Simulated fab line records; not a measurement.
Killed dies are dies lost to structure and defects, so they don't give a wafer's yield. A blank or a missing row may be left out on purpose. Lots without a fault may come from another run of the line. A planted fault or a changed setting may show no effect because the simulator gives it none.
fab line records	flow n5Finfet
[record] lots = 4	wafers = 11	lastDay = 17
route steps=1938 shown BEOL_M3@947 BEOL_M4@1111
lots with no fault: from the same line, run without faults
startH: hours from the record's first day to the start of the lot's first wafer shown	waitH: hours from the lot's prior step to this one	" the same as in the row above	L1.1+2: a row that stands for several wafers	- no value, or no start was given	* or withheld: withheld	< > ~ a bound
route shown NAME@n: NAME is a module with steps in the file, n the number in the route of the first one	usual: mean/standard deviation taken from wafers without a fault	same: alike in all rows	chamber/n: place in a boat	sites: per-site readings	_std_site: standard deviation across them	_edge_site: inner sites' mean taken away from outer sites' mean	radiusMm: how far each site lies from the wafer's centre	mask NAME#n: copy n	behind: tool/chamber where the wafer was last shaped	hold: what put the lot on hold/how long, in hours/how the hold closed	device: which transistor (n, p or np) failed to switch	end of line: tests of these same wafers at the route's end	a step with no rows: only its recipe	killed: at the first sort, the dies lost to defects and structure; wafer yield is something else	map: per-die view of a wafer (x killed, . not killed, _ where there is no die)
set.NAME: the setting the step ran with; set.NAME@STEP: the setting that earlier step ran with	model.NAME: the simulator's own value behind a step, which no gauge read
a table for each step, a row for each wafer; lots at some steps of the route
services: the hour from which a tool's chamber was out of use, counted from the record's first day as startH (under 0 if before that day), plus the number of hours and why
[[steps]]
[step N5_BEOL_M3_DESCUM_16]
[recipe] chemistry = O2	timeS = 7	sourcePowerW = 50	biasPowerW = 20	pressureMtorr = 20	rfFrequencyHz = 2.712e+07	tempC = 40	resist = CAR-EUV	o2FlowSccm = 225
[step N5_BEOL_M3_ETCH_74]
[recipe] chemistry = N2/H2	target = underlayer	targetDepthA = 65	maskMaterial = CAR-EUV	timeS = 5.2	ionEnergyEv = 200	pressureMtorr = 30	sourceW = 840	biasW = 150	n2FlowSccm = 200	h2FlowSccm = 200	ends = cleared
[step N5_BEOL_M3_ETCH_63]
[recipe] chemistry = CF4	target = SiARC	targetDepthA = 156	maskMaterial = CAR-EUV	timeS = 26	ionEnergyEv = 80	pressureMtorr = 40	sourceW = 545	biasW = 36	Ar_flow_sccm = 100	cf4FlowSccm = 100	ends = cleared
[step N5_BEOL_M3_ETCH_64]
[recipe] chemistry = N2/H2	target = SOC	targetDepthA = 750	overetchA = 150	maskMaterial = SiARC	tempC = 40	timeS = 112.5	ionEnergyEv = 200	pressureMtorr = 30	sourceW = 840	biasW = 150	n2FlowSccm = 200	h2FlowSccm = 200
[step N5_BEOL_M3_STRIP_65]
[recipe] chemistry = N2/H2	tempC = 40	n2FlowSccm = 200	h2FlowSccm = 200	rfFrequencyHz = 6e+07
[step N5_BEOL_M3_STRIP_75]
[recipe] chemistry = N2/H2	tempC = 40	n2FlowSccm = 200	h2FlowSccm = 200	rfFrequencyHz = 6e+07
[step N5_BEOL_M3_STRIP_66]
[recipe] chemistry = CF4	resist = SiARC	powerW = 300	biasPowerW = 75	pressureMtorr = 50	cf4FlowSccm = 150	rfFrequencyHz = 6e+07
[step N5_BEOL_M3_HM_OPEN_17]
[recipe] chemistry = Cl2/BCl3	targetDepthA = 200	overetchA = 60	target = TiN	maskMaterial = SOC	ionEnergyEv = 150	pressureMtorr = 10	icpW = 1000	biasW = 126	Cl2_flow_sccm = 53.25	bcl3FlowSccm = 21.75	Ar_flow_sccm = 25
[step N5_BEOL_M3_STRIP_19]
[recipe] chemistry = O2	powerW = 400	tempC = 40	pressureMtorr = 30	rfFrequencyHz = 6e+07	biasPowerW = 0	overashFraction = 0.2	o2FlowSccm = 225
[step N5_BEOL_M3_COAT_67]
[recipe] resist = SOC	tempC = 250	timeS = 60	spinRpm = 1500	resistThkNm = 60
[usual] spinSpeedRpm = 1500.1/0.98
lot.wafer	tool	chamber	startH	waitH	spinSpeedRpm	model.SOC_of_BEOL_M3_COAT_67.thkNm
L135.4	lithoTrack-01	0	142.84	0.0	1500.3	60
L135.5	"	0	"	"	1500.0	59.8
L135.6	"	0	"	"	1501.1	60
L141.1	lithoTrack-01	0	190.39	0.0	1292.2	64.8
L141.3	"	0	"	"	1293.3	64.8
L141.6	"	0	"	"	1292.7	64.8
L143.2	lithoTrack-01	0	199.80	0.0	1294.2	65
L143.3	"	0	"	"	1295.7	65
L143.5	"	0	"	"	1294.2	65
L153.1	lithoTrack-01	0	257.18	0.0	1499.2	60
L153.5	"	0	"	"	1499.0	60
[step N5_BEOL_M3_COAT_68]
[recipe] resist = SiARC	tempC = 220	timeS = 60	spinRpm = 1500	resistThkNm = 12
[step N5_BEOL_M3_COAT_76]
[recipe] resist = underlayer	tempC = 205	timeS = 60	spinRpm = 1500	resistThkNm = 5
[step N5_BEOL_M3_COAT_22]
[recipe] resist = CAR-EUV	spinRpm = 1500	resistThkNm = 30
[step N5_BEOL_M3_EBR_24]
[recipe] solvent = PGMEA	ebrWidthMm = 1.5
[step N5_BEOL_M3_SOFTBAKE_23]
[recipe] tempC = 110	timeS = 60	resist = CAR-EUV
[step N5_BEOL_M3_EXPOSE_25]
[recipe] maskId = V2	na = 0.33	sourceShape = quasar	sigmaInner = 0.2	sigmaOuter = 0.8	polarization = unpolarized	defocusNm = 5	doseMj = 63
[step N5_BEOL_M3_PEB_26]
[recipe] pebTempC = 100	pebTimeS = 60	resist = CAR-EUV
[step N5_BEOL_M3_DEVELOP_27]
[recipe] developTimeS = 30	developer = TMAH	resist = CAR-EUV	rinseLiquid = surfactantRinse	dry = airSpin	devTempC = 23
[step N5_BEOL_M3_DESCUM_33]
[recipe] chemistry = O2	timeS = 7	sourcePowerW = 50	biasPowerW = 20	pressureMtorr = 20	rfFrequencyHz = 2.712e+07	tempC = 40	resist = CAR-EUV	o2FlowSccm = 225
[step N5_BEOL_M3_ETCH_77]
[recipe] chemistry = N2/H2	target = underlayer	targetDepthA = 65	maskMaterial = CAR-EUV	timeS = 5.2	ionEnergyEv = 200	pressureMtorr = 30	sourceW = 840	biasW = 150	n2FlowSccm = 200	h2FlowSccm = 200	ends = cleared
[step N5_BEOL_M3_ETCH_69]
[recipe] chemistry = CF4	target = SiARC	targetDepthA = 156	maskMaterial = CAR-EUV	timeS = 26	ionEnergyEv = 80	pressureMtorr = 40	sourceW = 545	biasW = 36	Ar_flow_sccm = 100	cf4FlowSccm = 100	ends = cleared
[step N5_BEOL_M3_ALD_98]
[recipe] material = SiO2	targetThkA = 25	tempC = 100	aldPrecursorFamily = BDEAS	aldCoReactant = O2-plasma	pulseTimeS = 1	coReactantPulseTimeS = 1	purgeTimeS = 2	coReactantPurgeTimeS = 2	aldCycles = 17	pressureTorr = 2
[step N5_BEOL_M3_ETCHBACK_99]
[recipe] chemistry = CHF3	target = SiO2	targetDepthA = 50	timeS = 10.4	sourceW = 215	biasW = 47	Ar_flow_sccm = 200	CHF3_flow_sccm = 12	ionEnergyEv = 100	pressureMtorr = 30
[step N5_BEOL_M3_ETCH_70]
[recipe] chemistry = N2/H2	target = SOC	targetDepthA = 800	overetchA = 160	maskMaterial = SiARC	tempC = 40	timeS = 120	ionEnergyEv = 200	pressureMtorr = 30	sourceW = 840	biasW = 150	n2FlowSccm = 200	h2FlowSccm = 200
[usual] drypumpMotorCurrentA = 5.9/0.32	oesProductAu = 0.60/0.061	rfVppV = 522.4/3	showerheadPlenumPTorr = 2.48/0.1	throttleValvePct = 17.69/0.22
lot.wafer	tool	chamber	startH	waitH	drypumpMotorCurrentA	oesProductAu	rfHoursCounterH	rfVppV	showerheadPlenumPTorr	throttleValvePct	model.etch.depthNm
L135.4	rieDiel-06	1	144.26	0.0	6.2	0.70	16	522.2	2.50	17.85	59.92
L135.5	"	0	"	"	5.4	0.54	-	520.2	2.39	17.89	59.79
L135.6	"	1	"	"	6.2	0.70	-	523.1	2.50	17.86	59.98
L141.1	rieDiel-06	3	192.35	0.0	6.0	0.61	129	519.7	2.43	17.69	64.83
L141.3	"	2	"	"	5.9	0.54	245	525.8	2.61	17.90	64.81
L141.6	"	1	"	"	6.2	0.71	-	522.5	2.49	17.90	64.76
L143.2	rieDiel-03	0	202.43	0.0	5.8	0.69	41	525.9	2.58	18.00	64.98
L143.3	"	1	"	"	5.6	0.58	197	521.6	2.41	18.09	65
L143.5	"	1	"	"	5.6	0.58	-	520.7	2.41	18.07	65.03
L153.1	rieDiel-04	2	259.68	0.0	6.0	0.70	17	526.1	2.60	17.63	60.01
L153.5	"	3	"	"	5.7	0.59	-	518.0	2.33	17.49	60.01
[step N5_BEOL_M3_STRIP_71]
[recipe] chemistry = N2/H2	tempC = 40	n2FlowSccm = 200	h2FlowSccm = 200	rfFrequencyHz = 6e+07
[step N5_BEOL_M3_STRIP_78]
[recipe] chemistry = N2/H2	tempC = 40	n2FlowSccm = 200	h2FlowSccm = 200	rfFrequencyHz = 6e+07
[step N5_BEOL_M3_VIA_ETCH_34]
[recipe] chemistry = C4F6/O2	targetDepthA = 694	maskMaterial = SOC	pressureMtorr = 15	ionEnergyEv = 250	taperDeg = 4	timeS = 65.9	sourceW = 350	biasW = 170	Ar_flow_sccm = 300	C4F6_flow_sccm = 10	O2_flow_sccm = 10
[usual] drypumpMotorCurrentA = 5.9/0.32	oes_ar_750_au = 0.78/0.082	oesProductAu = 0.78/0.087	rfVppV = 662/19	showerheadPlenumPTorr = 2.80/0.11	throttleValvePct = 30.8/0.31
lot.wafer	tool	chamber	startH	waitH	drypumpMotorCurrentA	oes_ar_750_au	oesProductAu	rfHoursCounterH	rfVppV	showerheadPlenumPTorr	throttleValvePct	model.SOC_of_BEOL_M3_COAT_67.thkNm
L135.4	rieDiel-06	1	144.36	0.0	6.2	0.92	0.93	16	657	2.81	31.0	51.6
L135.5	"	0	"	"	5.4	0.72	0.70	-	655	2.72	30.9	51.8
L135.6	"	1	"	"	6.2	0.92	0.94	-	658	2.81	31.0	51.6
L141.1	rieDiel-06	3	192.45	0.0	6.0	0.78	0.76	129	634	2.78	31.2	56.8
L141.3	"	2	"	"	5.9	0.67	0.67	245	686	2.90	30.6	57
L141.6	"	1	"	"	6.2	0.90	0.90	-	657	2.80	31.1	56.4
L143.2	rieDiel-03	0	202.53	0.0	5.8	0.88	0.87	41	649	2.87	30.9	56.4
L143.3	"	1	"	"	5.6	0.75	0.73	198	652	2.71	31.2	56.8
L143.5	"	1	"	"	5.6	0.75	0.73	-	652	2.71	31.2	56.8
L153.1	rieDiel-04	2	259.78	0.0	6.0	0.89	0.92	17	705	2.94	31.2	51.8
L153.5	"	3	"	"	5.7	0.76	0.76	-	654	2.64	30.7	52
[step N5_BEOL_M3_STRIP_83]
[recipe] chemistry = C4F6/O2	resist = SiARC	rfFrequencyHz = 6e+07
[step N5_BEOL_M4_RC_MEAS_101]
[usual] DIBL_N = 37.4/2.1	DIBL_P = 37.8/2.5	IOFF_N = 0.19/0.045	IOFF_P = 0.24/0.05	ION_N = 682/16	ION_P = 467/11	SS_N = 71.9/0.67	SS_P = 73.6/0.76	VT_N = 247/3.6	VT_P = -248/3.6
lot.wafer	tool	chamber	startH	waitH	DIBL_N[mV/V]	DIBL_P[mV/V]	IOFF_N[nA/um]	IOFF_P[nA/um]	ION_N[uA/um]	ION_P[uA/um]	SS_N[mV/dec]	SS_P[mV/dec]	VT_N[mV]	VT_P[mV]
L135.4	prober-01	0	158.46	0.5	35.1	38.0	0.15	0.24	651	453	71.5	74.7	254	-250
L135.5	"	0	"	"	37.9	39.7	0.20	0.26	666	457	71.5	75.3	246	-250
L135.6	"	0	"	"	37.7	40.0	0.23	0.29	672	462	72.2	74.9	244	-246
L141.1	prober-02	0	212.47	0.0	35.6	37.1	0.15	0.21	668	463	71.4	72.6	249	-251
L141.3	"	0	"	"	35.2	37.9	0.16	0.23	687	483	71.8	73.0	248	-249
L141.6	"	0	"	"	36.9	39.5	0.19	0.25	690	472	72.3	74.2	246	-248
L143.2	prober-01	0	217.81	0.2	40.1	40.0	0.25	0.29	682	461	72.8	74.2	244	-242
L143.3	"	0	"	"	37.8	38.8	0.20	0.29	706	489	72.2	73.7	246	-242
L143.5	"	0	"	"	39.9	40.3	0.26	0.32	705	475	72.5	74.4	244	-244
L153.1	prober-02	0	284.67	0.0	35.6	35.6	0.14	0.19	664	455	70.8	72.3	251	-248
L153.5	"	0	"	"	40.6	39.9	0.23	0.26	672	455	72.6	73.7	247	-250
[[services]]
tool	chamber	startH	hours	kind
rieDiel-04	-	136.74	2.8	pm
rieDiel-04	2	157.46	2.1	repair
rieDiel-03	2	175.53	-	clean
rieDiel-03	2	175.53	-	consumableReplace:focusRing
rieDiel-03	2	175.53	31.8	scheduledDown
rieDiel-03	2	175.53	31.8	ventCycle
rieDiel-06	2	178.37	10.6	repair
lithoTrack-01	-	184.10	-	consumableReplace:filter
rieDiel-06	-	201.59	2.8	pm
rieDiel-04	0	209.83	5.8	repair
rieDiel-06	2	213.54	-	clean
rieDiel-06	2	213.54	-	consumableReplace:focusRing
rieDiel-06	2	213.54	13.1	scheduledDown
rieDiel-06	2	213.54	13.1	ventCycle
rieDiel-03	3	233.72	-	clean
rieDiel-03	3	233.72	-	consumableReplace:focusRing
rieDiel-03	3	233.72	-	consumableReplace:showerhead
rieDiel-03	3	233.72	11.9	scheduledDown
rieDiel-06	0	242.41	-	clean
rieDiel-06	0	242.41	-	consumableReplace:focusRing
rieDiel-06	0	242.41	-	consumableReplace:showerhead
rieDiel-06	0	242.41	21.1	scheduledDown
rieDiel-06	0	242.41	21.1	ventCycle
rieDiel-04	0	250.43	17.9	repair
[[key]]
[firstSign] step = N5_BEOL_M3_COAT_67	reading = spinSpeedRpm	direction = down	sigmas = 99+	usual = *	struck = *
effect none on later readings
[modelEffect] step = N5_BEOL_M3_COAT_67	value = SOC_of_BEOL_M3_COAT_67.thkNm	without = 60.3	struck = 64.9
[modelEffect] step = N5_BEOL_M3_ETCH_70	value = etch.depthNm	without = 60.27	struck = 64.9
[modelEffect] step = N5_BEOL_M3_VIA_ETCH_34	value = SOC_of_BEOL_M3_COAT_67.thkNm	without = 52.1	struck = 56.7
metAt N5_BEOL_M3_COAT_67
struckWafers L141.1,L141.3,L141.6,L143.2,L143.3,L143.5
[baselineLoss] step = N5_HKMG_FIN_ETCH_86	wafers = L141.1
onsetBetween 142.84 190.39
[fault] kind = processParameterDrift	tool = lithoTrack-01	chamber = -	onsetH = 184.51	steps = N5_BEOL_M3_COAT_67	channel = spinRpm	offset = *	shape = step	endH = 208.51	actsIn = *	stated = *
// baselineLoss: these wafers lose ten dies or more at that step, a loss of the line's own and not of a fault; the sort's usual values leave them out
